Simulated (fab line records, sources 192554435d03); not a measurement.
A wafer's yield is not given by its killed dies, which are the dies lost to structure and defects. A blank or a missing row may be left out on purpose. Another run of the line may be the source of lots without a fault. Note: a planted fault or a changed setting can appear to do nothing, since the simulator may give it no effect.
The tool behind it: which one? | flow n5-finfet | 72 wafers from 24 lots sampled at 6 of the route's 1938 steps

== WHAT THE GAUGES SHOWED, per wafer ==
N5_BEOL_M6_THK_MEAS_01.
lot  | measured     | on            | M6_ILD_THK (nm)
L074 | day 8 16:04  | film-metro-01 | 156.7 158.9 158.9
L075 | day 8 22:26  | film-metro-02 | 154.4 158.3 156.9
L076 | day 9 05:43  | film-metro-02 | 155.2 155.1 157.7
L079 | day 9 14:02  | film-metro-01 | 153.6 157.5 157.2
L077 | day 9 17:44  | film-metro-02 | 154.1 156.0 154.0
L078 | day 9 19:38  | film-metro-02 | 152.0 156.2 156.7
L080 | day 10 06:28 | film-metro-01 | 156.0 157.3 159.9
L081 | day 10 16:16 | film-metro-02 | 149.8 148.8 151.4
L082 | day 10 23:05 | film-metro-01 | 154.1 155.9 157.7
L083 | day 11 07:26 | film-metro-02 | 153.4 155.4 156.4
L084 | day 11 18:08 | film-metro-01 | 152.9 154.2 156.6
L086 | day 11 19:35 | film-metro-02 | 155.2 151.6 152.8
L085 | day 11 23:14 | film-metro-01 | 153.3 157.9 156.2
L087 | day 11 22:20 | film-metro-01 | 157.0 156.7 158.8
L088 | day 12 01:50 | film-metro-01 | 155.6 155.9 156.3
L090 | day 12 16:53 | film-metro-01 | 155.9 157.5 155.4
L089 | day 12 23:59 | film-metro-02 | 155.0 153.6 158.1
L091 | day 13 03:50 | film-metro-01 | 151.6 153.8 154.8
L092 | day 13 05:43 | film-metro-02 | 154.4 154.0 155.1
L094 | day 13 14:38 | film-metro-01 | 153.7 153.8 155.4
L093 | day 13 14:14 | film-metro-02 | 152.3 154.9 156.5
L095 | day 14 05:01 | film-metro-01 | 153.0 151.6 155.0
L096 | day 14 07:59 | film-metro-02 | 155.8 158.0 157.0
L097 | day 14 13:19 | film-metro-02 | 155.5 155.1 156.3

N5_BEOL_M6_INSPECT_13: inspects for defects (brightfield).
lot  | measured     | on                | raw-defect-count
L074 | day 8 17:20  | defect-inspect-02 | 325 495 516
L075 | day 8 23:32  | defect-inspect-01 | 593 543 517
L076 | day 9 06:46  | defect-inspect-02 | 568 482 408
L079 | day 9 18:30  | defect-inspect-01 | 411 551 679
L077 | day 9 18:52  | defect-inspect-02 | 408 287 376
L078 | day 9 21:31  | defect-inspect-01 | 302 409 400
L080 | day 10 08:02 | defect-inspect-01 | 367 485 388
L081 | day 10 18:00 | defect-inspect-02 | 295 409 398
L082 | day 10 23:46 | defect-inspect-02 | 517 355 346
L083 | day 11 08:30 | defect-inspect-01 | 406 342 337
L084 | day 11 19:34 | defect-inspect-01 | 339 465 351
L086 | day 11 21:32 | defect-inspect-02 | 338 429 384
L085 | day 12 01:05 | defect-inspect-01 | 467 620 500
L087 | day 12 00:51 | defect-inspect-02 | 360 448 391
L088 | day 12 05:14 | defect-inspect-02 | 441 477 605
L090 | day 12 17:50 | defect-inspect-01 | 500 627 336
L089 | day 13 01:32 | defect-inspect-02 | 327 361 388
L091 | day 13 05:14 | defect-inspect-02 | 319 339 346
L092 | day 13 08:20 | defect-inspect-02 | 352 385 272
L094 | day 13 16:02 | defect-inspect-02 | 463 389 375
L093 | day 13 15:52 | defect-inspect-02 | 429 349 399
L095 | day 14 07:13 | defect-inspect-01 | 506 360 313
L096 | day 14 09:11 | defect-inspect-02 | 282 412 256
L097 | day 14 19:10 | defect-inspect-02 | 629 468 323

== EACH LOT AND THE TOOL THAT RAN IT (in order: tool; ch and the chambers of the sampled wafers; start) ==
lot  | N5_BEOL_M4_ANNEAL_93         | N5_BEOL_M4_ANNEAL_95         | N5_BEOL_M5_ETCH_62                 | N5_BEOL_M5_ANNEAL_82
L074 | pvd-sputter-03, day 8 00:10  | pvd-sputter-03, day 8 00:23  | rie-diel-04 ch 2,3, day 8 06:16    | pvd-sputter-01, day 8 11:11
L075 | pvd-sputter-02, day 8 03:29  | pvd-sputter-02, day 8 03:43  | rie-diel-03 ch 0,2,3, day 8 08:29  | pvd-sputter-01, day 8 17:31
L076 | pvd-sputter-02, day 8 13:29  | pvd-sputter-02, day 8 13:42  | rie-diel-03 ch 0,2,3, day 8 19:43  | pvd-sputter-01, day 9 00:18
L079 | pvd-sputter-02, day 8 22:25  | pvd-sputter-02, day 8 22:38  | rie-diel-04 ch 0,1,2, day 9 03:13  | pvd-sputter-01, day 9 08:14
L077 | pvd-sputter-02, day 9 00:51  | pvd-sputter-02, day 9 01:04  | rie-diel-01 ch 0,3, day 9 06:43    | pvd-sputter-02, day 9 12:49
L078 | pvd-sputter-02, day 9 05:14  | pvd-sputter-02, day 9 05:27  | rie-diel-03 ch 0,2,3, day 9 10:03  | pvd-sputter-01, day 9 14:41
L080 | pvd-sputter-02, day 9 08:27  | pvd-sputter-02, day 9 08:40  | rie-diel-04 ch 0,2,3, day 9 12:37  | pvd-sputter-02, day 9 20:33
L081 | pvd-sputter-03, day 9 23:17  | pvd-sputter-03, day 9 23:31  | rie-diel-03 ch 0,2, day 10 04:52   | pvd-sputter-03, day 10 11:09
L082 | pvd-sputter-03, day 10 06:42 | pvd-sputter-03, day 10 06:55 | rie-diel-04 ch 0,1,3, day 10 12:06 | pvd-sputter-02, day 10 18:08
L083 | pvd-sputter-02, day 10 16:32 | pvd-sputter-02, day 10 16:45 | rie-diel-03 ch 2,3, day 10 22:00   | pvd-sputter-01, day 11 02:05
L084 | pvd-sputter-02, day 11 02:21 | pvd-sputter-02, day 11 02:34 | rie-diel-03 ch 0,3, day 11 06:38   | pvd-sputter-03, day 11 12:50
L086 | pvd-sputter-03, day 11 03:43 | pvd-sputter-03, day 11 03:56 | rie-diel-04 ch 0,1,3, day 11 08:26 | pvd-sputter-02, day 11 14:40
L085 | pvd-sputter-01, day 11 06:55 | pvd-sputter-01, day 11 07:08 | rie-diel-01 ch 0,1,2, day 11 12:10 | pvd-sputter-03, day 11 18:22
L087 | pvd-sputter-02, day 11 07:25 | pvd-sputter-02, day 11 07:38 | rie-diel-04 ch 1,3, day 11 12:53   | pvd-sputter-01, day 11 17:22
L088 | pvd-sputter-03, day 11 10:35 | pvd-sputter-03, day 11 10:49 | rie-diel-03 ch 2,3, day 11 15:44   | pvd-sputter-02, day 11 20:58
L090 | pvd-sputter-01, day 12 03:05 | pvd-sputter-01, day 12 03:19 | rie-diel-04 ch 1,2,3, day 12 07:40 | pvd-sputter-01, day 12 11:58
L089 | pvd-sputter-02, day 12 08:52 | pvd-sputter-02, day 12 09:05 | rie-diel-03 ch 0,2, day 12 15:16   | pvd-sputter-03, day 12 19:07
L091 | pvd-sputter-03, day 12 09:52 | pvd-sputter-03, day 12 10:05 | rie-diel-01 ch 2,3, day 12 16:35   | pvd-sputter-02, day 12 22:55
L092 | pvd-sputter-02, day 12 13:43 | pvd-sputter-02, day 12 13:56 | rie-diel-04 ch 1,3, day 12 18:07   | pvd-sputter-03, day 13 00:45
L094 | pvd-sputter-02, day 12 21:01 | pvd-sputter-02, day 12 21:14 | rie-diel-04 ch 0,2,3, day 13 01:41 | pvd-sputter-01, day 13 08:45
L093 | pvd-sputter-01, day 12 21:29 | pvd-sputter-01, day 12 21:43 | rie-diel-04 ch 0,1,2, day 13 02:24 | pvd-sputter-02, day 13 08:39
L095 | pvd-sputter-01, day 13 14:46 | pvd-sputter-01, day 13 14:59 | rie-diel-01 ch 1,2,3, day 13 19:17 | pvd-sputter-01, day 13 23:56
L096 | pvd-sputter-02, day 13 16:04 | pvd-sputter-02, day 13 16:17 | rie-diel-01 ch 0,1,2, day 13 22:18 | pvd-sputter-02, day 14 03:05
L097 | pvd-sputter-02, day 13 22:02 | pvd-sputter-02, day 13 22:15 | rie-diel-01 ch 0,2,3, day 14 01:44 | pvd-sputter-02, day 14 08:18
- N5_BEOL_M4_ANNEAL_93: time 240 s.
- N5_BEOL_M4_ANNEAL_95: time 240 s.
- N5_BEOL_M5_ETCH_62: etches SOC in N2/H2, target depth 75 nm, overetch 15 nm, time 112.5 s.
- N5_BEOL_M5_ANNEAL_82: time 1800 s.

== WHAT THE TOOLS THEMSELVES READ (means of the sampled wafers that have a number; where no wafer has one, the mark that the record gives instead) ==
N5_BEOL_M4_ANNEAL_93.
lot  | tool           | heater-power-w (W)
L074 | pvd-sputter-03 | 749
L075 | pvd-sputter-02 | 797
L076 | pvd-sputter-02 | 774
L079 | pvd-sputter-02 | 830
L077 | pvd-sputter-02 | 828
L078 | pvd-sputter-02 | 801
L080 | pvd-sputter-02 | 815
L081 | pvd-sputter-03 | 804
L082 | pvd-sputter-03 | 753
L083 | pvd-sputter-02 | 738
L084 | pvd-sputter-02 | 855
L086 | pvd-sputter-03 | 732
L085 | pvd-sputter-01 | 830
L087 | pvd-sputter-02 | 813
L088 | pvd-sputter-03 | 768
L090 | pvd-sputter-01 | 803
L089 | pvd-sputter-02 | 812
L091 | pvd-sputter-03 | 744
L092 | pvd-sputter-02 | 862
L094 | pvd-sputter-02 | 777
L093 | pvd-sputter-01 | 820
L095 | pvd-sputter-01 | 788
L096 | pvd-sputter-02 | 816
L097 | pvd-sputter-02 | 778

N5_BEOL_M4_ANNEAL_95.
lot  | tool           | heater-power-w (W)
L074 | pvd-sputter-03 | 754
L075 | pvd-sputter-02 | 777
L076 | pvd-sputter-02 | 786
L079 | pvd-sputter-02 | 831
L077 | pvd-sputter-02 | 829
L078 | pvd-sputter-02 | 812
L080 | pvd-sputter-02 | 813
L081 | pvd-sputter-03 | 796
L082 | pvd-sputter-03 | 763
L083 | pvd-sputter-02 | 741
L084 | pvd-sputter-02 | 849
L086 | pvd-sputter-03 | 748
L085 | pvd-sputter-01 | 831
L087 | pvd-sputter-02 | 814
L088 | pvd-sputter-03 | 764
L090 | pvd-sputter-01 | 811
L089 | pvd-sputter-02 | 824
L091 | pvd-sputter-03 | 753
L092 | pvd-sputter-02 | 847
L094 | pvd-sputter-02 | 773
L093 | pvd-sputter-01 | 819
L095 | pvd-sputter-01 | 782
L096 | pvd-sputter-02 | 828
L097 | pvd-sputter-02 | 787

N5_BEOL_M5_ETCH_62.
lot  | tool        | drypump-motor-current-A (A) | oes-product-au (a.u.) | rf-vpp-V (V) | showerhead-plenum-p-Torr (Torr) | throttle-valve-pct (%)
L074 | rie-diel-04 | 6.6                         | 0.55                  | 520.4        | 2.44                            | 17.73
L075 | rie-diel-03 | 5.7                         | 0.63                  | 524.4        | 2.56                            | 17.70
L076 | rie-diel-03 | 5.7                         | 0.62                  | 523.8        | 2.55                            | 17.71
L079 | rie-diel-04 | 5.6                         | 0.64                  | 524.3        | 2.58                            | 17.88
L077 | rie-diel-01 | 6.1                         | 0.66                  | 523.6        | 2.53                            | 17.60
L078 | rie-diel-03 | 5.7                         | 0.62                  | 523.6        | 2.55                            | 17.72
L080 | rie-diel-04 | 6.1                         | 0.56                  | 523.4        | 2.52                            | 17.91
L081 | rie-diel-03 | 5.4                         | 0.57                  | 522.9        | 2.49                            | 17.93
L082 | rie-diel-04 | 5.9                         | 0.62                  | 524.4        | 2.54                            | 17.76
L083 | rie-diel-03 | 5.8                         | 0.61                  | 525.0        | 2.58                            | 17.88
L084 | rie-diel-03 | 5.5                         | 0.61                  | 522.7        | 2.51                            | 17.61
L086 | rie-diel-04 | 5.9                         | 0.61                  | 523.9        | 2.54                            | 17.77
L085 | rie-diel-01 | 5.7                         | 0.71                  | 525.3        | 2.59                            | 17.70
L087 | rie-diel-04 | 6.3                         | 0.59                  | 521.1        | 2.46                            | 17.64
L088 | rie-diel-03 | 5.8                         | 0.60                  | 525.1        | 2.57                            | 17.88
L090 | rie-diel-04 | 6.1                         | 0.67                  | 523.2        | 2.49                            | 17.64
L089 | rie-diel-03 | 5.4                         | 0.56                  | 522.9        | 2.48                            | 17.97
L091 | rie-diel-01 | 6.4                         | 0.67                  | 521.1        | 2.47                            | 17.78
L092 | rie-diel-04 | 5.9                         | 0.64                  | 523.3        | 2.52                            | 17.64
L094 | rie-diel-04 | 6.1                         | 0.62                  | 522.8        | 2.51                            | 17.79
L093 | rie-diel-04 | 5.6                         | 0.68                  | 524.8        | 2.57                            | 17.81
L095 | rie-diel-01 | 5.9                         | 0.66                  | 522.3        | 2.51                            | 17.76
L096 | rie-diel-01 | 5.7                         | 0.68                  | 525.5        | 2.59                            | 17.73
L097 | rie-diel-01 | 6.2                         | 0.65                  | 524.2        | 2.54                            | 17.70

N5_BEOL_M5_ANNEAL_82.
lot  | tool           | heater-power-w (W)
L074 | pvd-sputter-01 | 792
L075 | pvd-sputter-01 | 712
L076 | pvd-sputter-01 | 786
L079 | pvd-sputter-01 | 797
L077 | pvd-sputter-02 | 849
L078 | pvd-sputter-01 | 765
L080 | pvd-sputter-02 | 779
L081 | pvd-sputter-03 | 792
L082 | pvd-sputter-02 | 739
L083 | pvd-sputter-01 | 740
L084 | pvd-sputter-03 | 735
L086 | pvd-sputter-02 | 828
L085 | pvd-sputter-03 | 741
L087 | pvd-sputter-01 | 818
L088 | pvd-sputter-02 | 843
L090 | pvd-sputter-01 | 824
L089 | pvd-sputter-03 | 769
L091 | pvd-sputter-02 | 787
L092 | pvd-sputter-03 | 729
L094 | pvd-sputter-01 | 782
L093 | pvd-sputter-02 | 783
L095 | pvd-sputter-01 | 826
L096 | pvd-sputter-02 | 783
L097 | pvd-sputter-02 | 819

== THE ANSWER, worked out from the rows above alone ==
Rule: the usual values come from the lots themselves. Put in order of their means at a reading, lots are off if they are a third of the lots or fewer, leave a main group of 4 or more, and stand apart from it by a gap of 3 or more times the standard deviation of the main group's means; of several such gaps the widest counts. The tables above print the reading to a certain number of digits; a main group whose means all agree to those digits is not used. A lot without any number at a reading at which 4 lots or more have one is off too. All remaining lots with rows at the step are treated as sound. The gauges are gone through in route order, then the tools' own readings, and for those a lot's mean is taken as printed above. At the first step where some lot is off, the reading lying furthest off is the one used; lots without a number count as furthest.
No lot is off at any reading shown: from this, nothing can be told.

== WHAT THE SIMULATOR HAD PUT IN ==
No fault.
